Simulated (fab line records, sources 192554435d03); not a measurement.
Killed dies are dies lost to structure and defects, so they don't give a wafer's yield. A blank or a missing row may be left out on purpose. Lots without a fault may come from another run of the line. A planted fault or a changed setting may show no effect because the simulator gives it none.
fab line records | flow n5_finfet
record lots=13 wafers=38 last_day=18
route steps=1938 shown BEOL_M2@903 PAD_METAL@1893 PASSIVATION@1905
lots that met no fault: from a run of the same line without faults
start_h: hours from the record's first day to the start of the lot's first wafer shown | wait_h: hours since the lot's step before | " the same as in the row above | L1.1+2: a row that stands for several wafers | - no value, or no start given | * or withheld: withheld | < > ~ a bound
route shown NAME@n: a module of which the file shows steps, and the number in the route of the first | usual: mean/standard deviation of fault-free wafers | same: alike in all rows | chamber/n: place in a boat | sites: the reading at each site | _std_site: their standard deviation | _edge_site: outer sites' mean less inner sites' | radius_mm: how far each site lies from the wafer's centre | mask NAME#n: copy n | behind: the tool/chamber that last shaped the wafer | hold: why the lot was held/for how many hours/how that ended | device: the transistor (n, p or np) that didn't switch | end of line: the same wafers' tests at the end of the route | a step without rows: its recipe alone | killed: dies lost to structure and defects at the first sort, not the wafer's yield | map: a wafer's dies, x killed, . not, _ none there
set.NAME: the setting as run; set.NAME@STEP: as run at that earlier step | model.NAME: the simulator's own value behind a step, which no gauge read
steps of the route over a sample of lots; a table a step, a row a wafer
services: from which hour (start_h, from the record's first day; less than 0 if before it) a tool's chamber was out of use, for how many hours, and why
## steps
# step N5_BEOL_M2_CVD_47
# recipe material=Co target_thk_a=30 temp_c=withheld precursor=CCTBA/H2 pressure_torr=30 time_s=223.8
# same time_s=223.8
# columns lot.wafer tool chamber start_h wait_h
L249.4+5+6 cvd_co-01 0,1,2 141.96 0.1
L250.2+4+6 cvd_co-02 2,1,0 146.80 0.1
L251.2+3+5 cvd_co-01 1,2,2 149.97 0.1
L252.1+2+5 cvd_co-01 2,0,2 153.04 0.0
L253.2+6 cvd_co-01 1,2 177.35 0.3
L254.3+4+5 cvd_co-01 0,2,1 190.13 0.0
L255.2+5+6 cvd_co-02 0,1,0 199.95 0.1
L256.2+4+5 cvd_co-02 2,2,0 200.24 0.1
L257.1+3+5 cvd_co-02 1,0,0 200.38 0.1
L260.1+2+6 cvd_co-02 0,2,1 206.50 0.0
L268.2+3+4 cvd_co-01 2,0,2 253.77 0.1
L270.2+3+4 cvd_co-01 1,0,0 275.12 0.1
L272.2+4+5 cvd_co-02 2,2,1 279.08 0.0
# step N5_PASSIVATION_DEGAS_18
# recipe ambient=vacuum temp_c=300 time_s=60
# usual heater_power_w=474/54
# same time_s=60
# columns lot.wafer tool chamber start_h wait_h heater_power_w
L249.4 pvd_sputter-02 - 271.22 0.0 598
L249.5 " - " " 506
L249.6 " - " " 396
L250.2 pvd_sputter-02 - 274.65 0.3 394
L250.4 " - " " 523
L250.6 " - " " 397
L252.1 pvd_sputter-01 - 283.68 1.3 449
L252.2 " - " " 504
L252.5 " - " " 456
L251.2 pvd_sputter-03 - 284.15 0.9 484
L251.3 " - " " 398
L251.5 " - " " 503
L254.3 pvd_sputter-02 - 310.79 0.3 510
L254.4 " - " " 434
L254.5 " - " " 522
L253.2 pvd_sputter-01 - 315.98 0.4 478
L253.6 " - " " 525
L257.1 pvd_sputter-01 - 319.64 0.4 524
L257.3 " - " " 500
L257.5 " - " " 492
L255.2 pvd_sputter-03 - 323.76 0.3 503
L255.5 " - " " 418
L255.6 " - " " 497
L256.2 pvd_sputter-02 - 336.10 0.5 610
L256.4 " - " " 443
L256.5 " - " " 399
L260.1 pvd_sputter-02 - 338.58 2.5 452
L260.2 " - " " 602
L260.6 " - " " 593
L268.2 pvd_sputter-03 - 394.61 0.4 509
L268.3 " - " " 399
L268.4 " - " " 444
L272.2 pvd_sputter-02 - 410.17 0.9 605
L272.4 " - " " 435
L272.5 " - " " 517
L270.2 pvd_sputter-03 - 416.19 0.3 508
L270.3 " - " " 418
L270.4 " - " " 436
# step N5_PASSIVATION_SPUTTER_20
# recipe material=TaN target_thk_a=500 temp_c=25 chamber_pressure_pa=0.4
# usual throttle_valve_pct=29.7/1.2
# columns lot.wafer tool chamber start_h wait_h throttle_valve_pct
L249.4 pvd_sputter-02 - 271.30 0.0 28.0
L249.5 " - " " 31.2
L249.6 " - " " 29.0
L250.2 pvd_sputter-02 - 274.73 0.0 28.8
L250.4 " - " " 31.4
L250.6 " - " " 29.0
L252.1 pvd_sputter-01 - 283.76 0.0 29.8
L252.2 " - " " 28.6
L252.5 " - " " 29.5
L251.2 pvd_sputter-03 - 284.23 0.0 30.4
L251.3 " - " " 28.0
L251.5 " - " " 30.3
L254.3 pvd_sputter-02 - 310.87 0.0 31.4
L254.4 " - " " 30.9
L254.5 " - " " 31.2
L253.2 pvd_sputter-01 - 316.06 0.0 28.3
L253.6 " - " " 31.0
L257.1 pvd_sputter-01 - 319.72 0.0 31.0
L257.3 " - " " 28.4
L257.5 " - " " 28.6
L255.2 pvd_sputter-03 - 323.84 0.0 30.3
L255.5 " - " " 28.0
L255.6 " - " " 30.4
L256.2 pvd_sputter-02 - 336.18 0.0 28.1
L256.4 " - " " 31.0
L256.5 " - " " 29.1
L260.1 pvd_sputter-02 - 338.66 0.0 31.2
L260.2 " - " " 28.4
L260.6 " - " " 28.0
L268.2 pvd_sputter-03 - 394.69 0.0 30.2
L268.3 " - " " 28.1
L268.4 " - " " 30.6
L272.2 pvd_sputter-02 - 410.25 0.0 28.1
L272.4 " - " " 30.8
L272.5 " - " " 31.0
L270.2 pvd_sputter-03 - 416.27 0.0 30.6
L270.3 " - " " 27.8
L270.4 " - " " 30.9
# step N5_PASSIVATION_CD_MEAS_30
# recipe target_cd_nm=4000 landing_energy_ev=500 detector=se_inlens polarity=opening
# usual cd_nm=3999.9/2
# columns lot.wafer tool chamber start_h wait_h cd_nm
L249.4 cd_sem-03 0 271.87 - 4000.5
L249.5 " 0 " " 4000.2
L249.6 " 0 " " 4000.3
L250.2 cd_sem-03 0 275.43 - 4001.4
L250.4 " 0 " " 4002.3
L250.6 " 0 " " 4001.3
L252.1 cd_sem-03 0 284.46 - 4001.5
L252.2 " 0 " " 4001.6
L252.5 " 0 " " 4000.7
L251.2 cd_sem-02 0 284.80 - 4001.8
L251.3 " 0 " " 4000.9
L251.5 " 0 " " 4001.7
L254.3 cd_sem-02 0 311.57 - 3998.8
L254.4 " 0 " " 3998.6
L254.5 " 0 " " 3999.0
L253.2 cd_sem-03 0 316.76 - 3999.1
L253.6 " 0 " " 3998.0
L257.1 cd_sem-03 0 320.29 - 3996.3
L257.3 " 0 " " 3998.3
L257.5 " 0 " " 3997.0
L255.2 cd_sem-02 0 324.41 - 3999.0
L255.5 " 0 " " 4001.8
L255.6 " 0 " " 4001.8
L256.2 cd_sem-02 0 336.88 - 3997.0
L256.4 " 0 " " 3998.4
L256.5 " 0 " " 3997.7
L260.1 cd_sem-01 0 339.23 - 4004.1
L260.2 " 0 " " 4002.0
L260.6 " 0 " " 4001.2
L268.2 cd_sem-03 0 395.41 - 3999.5
L268.3 " 0 " " 4002.4
L268.4 " 0 " " 4000.2
L272.2 cd_sem-01 0 410.82 - 4002.4
L272.4 " 0 " " 4000.0
L272.5 " 0 " " 4002.3
L270.2 cd_sem-01 0 416.97 - 3996.6
L270.3 " 0 " " 3998.3
L270.4 " 0 " " 3999.7
# step N5_PASSIVATION_PROBE_49
# usual defect_limited_yield=91.0/1.5 killed_at_M0_to_M3=33/9.4 killed_at_M4_up=14/4.8 killed_at_contacts=13/7.3 killed_at_front_end=43/13 killed_at_other=3.6/2.9 killed_dies=106/18 killed_open=69/13 killed_short=35/8.2 sort_bin_5_function=5.3/1 sort_bin_6_memory=3.3/0.68 sort_bin_8_speed=0.01/0.027 sort_n_pass=1074/18 sort_yield_pct=91.0/1.5
# same gross_dies=1180 killed_at_back_side=0 sort_bin_4_leakage[%]=0
# columns lot.wafer tool chamber start_h wait_h defect_limited_yield[%] killed_at_M0_to_M3 killed_at_M4_up killed_at_contacts killed_at_front_end killed_at_other killed_dies killed_open killed_short sort_bin_5_function[%] sort_bin_6_memory[%] sort_bin_8_speed[%] sort_n_pass sort_yield_pct[%]
L260.1 prober-02 - 345.08 0.0 90.8 40 20 13 31 5 109 66 42 5.1 3.9 0 1071 90.8
L260.2 prober-02 - 345.13 0.1 91.6 38 14 8 36 3 99 53 37 4.2 3.2 0 1081 91.6
L260.6 prober-02 - 345.33 0.3 91.9 33 13 8 41 1 96 59 36 4.6 3.3 0 1084 91.9
L268.2 prober-01 - 400.40 0.1 88.1 87 16 18 20 0 141 48 20 7.6 2.7 0 1039 88.1
L268.3 prober-01 - 400.45 0.1 86.9 86 15 27 25 2 155 67 24 7.4 4.1 0.08 1024 86.8
L268.4 prober-01 - 400.50 0.2 85.2 94 19 21 36 5 175 67 36 9.2 4.7 0 1005 85.2
L270.2 prober-01 - 421.97 0.1 87.9 79 16 19 28 1 143 59 26 8.1 3.2 0 1037 87.9
L270.3 prober-01 - 422.02 0.1 85.4 99 18 19 35 1 172 73 44 8.7 4.6 0 1008 85.4
L270.4 prober-01 - 422.07 0.2 83.8 111 16 15 46 3 191 78 48 9.8 4.8 0 989 83.8
# killed by level:class
L260.1 BEOL_M0_SAQP:geometric_particle:short=11 MOL_CONTACT_COAG:geometric_particle:open=10 BEOL_M2:geometric_particle:open=9 FIN_SAQP:geometric_particle:short=7 STI_FIN_REVEAL:geometric_particle:open=7 FIN_SAQP:geometric_particle:open=6 BEOL_M6:geometric_particle:open=5 BEOL_M1:geometric_particle:open=4
L260.2 BEOL_M0_SAQP:geometric_particle:open=14 BEOL_M0_SAQP:geometric_particle:short=13 HKMG_FIN:area_etch=8 MOL_CONTACT_COAG:geometric_particle:open=7 FIN_SAQP:geometric_particle:open=6 BEOL_M4:geometric_particle:open=6 STARTING-WAFER:geometric_particle:short=6 FIN_SAQP:geometric_particle:short=4
L260.6 FIN_SAQP:geometric_particle:open=9 BEOL_M0_SAQP:geometric_particle:open=9 MOL_CONTACT_COAG:geometric_particle:open=6 FIN_SAQP:geometric_particle:short=5 BEOL_M1:geometric_particle:open=5 BEOL_M2:geometric_particle:open=5 BEOL_M5:geometric_particle:short=5 STI_FIN_REVEAL:geometric_particle:open=4
L268.2 BEOL_M2:unspecified=67 MOL_CONTACT_COAG:geometric_particle:open=16 BEOL_M2:geometric_particle:open=8 BEOL_M4:geometric_particle:short=6 HKMG_FIN:area_etch=5 FIN_SAQP:geometric_particle:open=4 BEOL_M0_SAQP:geometric_particle:short=3 BEOL_M1:geometric_particle:open=3
L268.3 BEOL_M2:unspecified=61 MOL_CONTACT_COAG:geometric_particle:open=23 FIN_SAQP:geometric_particle:open=8 BEOL_M4:geometric_particle:open=8 BEOL_M3:geometric_particle:open=7 BEOL_M2:geometric_particle:open=6 MOL_CONTACT_COAG:geometric_particle:short=4 BEOL_M1:geometric_particle:open=4
L268.4 BEOL_M2:unspecified=72 MOL_CONTACT_COAG:geometric_particle:open=17 FIN_SAQP:geometric_particle:open=11 FIN_SAQP:geometric_particle:short=9 BEOL_M4:geometric_particle:open=9 BEOL_M3:geometric_particle:open=6 BEOL_M0_SAQP:geometric_particle:short=5 MOL_CONTACT_COAG:geometric_particle:short=4
L270.2 BEOL_M2:unspecified=56 MOL_CONTACT_COAG:geometric_particle:open=16 BEOL_M0_SAQP:geometric_particle:short=10 BEOL_M4:geometric_particle:open=10 FIN_SAQP:geometric_particle:open=5 DUMMY_GATE:geometric_particle:open=5 BEOL_M0_SAQP:geometric_particle:open=5 GATE_CUT:geometric_particle:short=4
L270.3 BEOL_M2:unspecified=55 MOL_CONTACT_COAG:geometric_particle:open=12 FIN_SAQP:geometric_particle:open=10 BEOL_M4:geometric_particle:open=10 BEOL_M0_SAQP:geometric_particle:open=9 FIN_SAQP:geometric_particle:short=8 BEOL_M1:geometric_particle:open=8 BEOL_M0:geometric_particle:short=8
L270.4 BEOL_M2:unspecified=60 BEOL_M0_SAQP:geometric_particle:short=21 FIN_SAQP:geometric_particle:short=15 MOL_CONTACT_COAG:geometric_particle:open=15 BEOL_M0_SAQP:geometric_particle:open=11 FIN_SAQP:geometric_particle:open=10 BEOL_M2:geometric_particle:open=9 DUMMY_GATE:geometric_particle:open=6
## services
# columns tool chamber start_h hours kind
pvd_sputter-03 - 137.72 2.9 repair
pvd_sputter-03 - 164.10 7.1 repair
cvd_co-01 2 169.77 3.3 repair
cvd_co-02 - 216.98 2.8 pm
pvd_sputter-02 - 288.76 8.9 repair
cvd_co-02 0 291.54 3.8 repair
cvd_co-01 - 317.82 7.0 repair
cvd_co-02 0 326.09 5.1 repair
pvd_sputter-01 - 326.48 1.0 repair
cvd_co-01 1 333.33 - clean
cvd_co-01 1 333.33 22.0 scheduled_down
cvd_co-01 1 333.33 22.0 vent_cycle
pvd_sputter-01 - 367.91 3.0 repair
## key
first_sign step=N5_PASSIVATION_PROBE_49 reading=killed_at_M0_to_M3 direction=up sigmas=6.3 usual=33 struck=93
effect step=N5_PASSIVATION_PROBE_49 reading=killed_dies direction=up sigmas=3.1 usual=106 struck=163
more_kills_born_at N5_BEOL_M2_CVD_47@cvd_co-01=371
met_at N5_BEOL_M2_CVD_47
struck_lots L268,L270
not_acting_at N5_PASSIVATION_DEGAS_18,N5_PASSIVATION_SPUTTER_20,N5_PASSIVATION_CD_MEAS_30
onset_between 190.13 253.77
fault kind=chamber_particle_source tool=cvd_co-01 chamber=- onset_h=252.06 steps=N5_BEOL_M2_CVD_47 rate_per_visit_cm2=0.37628 end_h=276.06
